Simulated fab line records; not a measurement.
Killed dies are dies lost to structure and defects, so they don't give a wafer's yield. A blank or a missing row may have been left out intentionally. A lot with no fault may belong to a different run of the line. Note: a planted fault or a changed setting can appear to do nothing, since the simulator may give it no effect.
Matching of chambers    flow nandHarc    NHARC_A_CHANNEL_FILL_D2_ALD_25 on aldHk-03: 4 sister chambers
The step deposits SiOx, target thk 60 nm, pulse time 10 s, ald cycles 600. 16 wafers are shown with their chamber, then 8 later ones without.

## EACH WAFER AND ITS CHAMBER
wafer   chamber  heaterPowerW (W)  precursorPulseHeightRel
L076.3  3        442               1.000
L076.4  1        476               1.023
L076.5  2        434               1.005
L081.1  2        439               0.984
L081.2  3        442               1.023
L081.4  1        475               0.999
L082.1  3        411               0.965
L082.3  0        476               1.004
L082.5  2        436               0.963
L085.1  3        434               1.000
L085.2  2        447               0.979
L085.5  1        490               0.990
L087.2  3        432               0.992
L087.5  2        443               0.974
L087.6  3        438               0.952
L093.4  2        438               1.007

SIGNATURES (means of the wafers above)
reading                  chamber 0  chamber 1  chamber 2  chamber 3  scatter within a chamber
heaterPowerW             476.00     480.33     439.50     433.17     8.79
precursorPulseHeightRel  1.00400    1.00400    0.98533    0.98867    0.0213
Rule: for a wafer and a chamber, the distance is found by dividing, reading by reading, the gap between the wafer's reading and the chamber's mean by the reading's scatter, squaring, summing and taking the root. If the next closest chamber is less than 2 further off than the closest, the wafer can't be placed; otherwise it belongs to the closest. The scatter: the root of (the sum of the squares of (reading less its chamber's mean) over the shown wafers, divided by (wafers less chambers)).

## WAFERS MISSING THEIR CHAMBER
wafer   heaterPowerW (W)  precursorPulseHeightRel
L093.2  482               0.996
L093.5  501               0.958
L095.1  498               0.993
L095.3  443               0.983
L095.5  474               1.008
L097.3  438               0.967
L097.4  433               0.991
L097.6  497               0.993

## THE CHAMBER EACH PASSED THROUGH
wafer   from the rows above      in truth
L093.2  can't be placed: 1 or 0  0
L093.5  can't be placed: 1 or 0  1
L095.1  can't be placed: 1 or 0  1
L095.3  can't be placed: 2 or 3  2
L095.5  can't be placed: 0 or 1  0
L097.3  can't be placed: 2 or 3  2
L097.4  can't be placed: 3 or 2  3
L097.6  can't be placed: 1 or 0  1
Correctly placed: 0 of 8. From these rows, 8 cannot be placed; in 8 the true chamber is one of the candidates. Placed wrongly: 0.
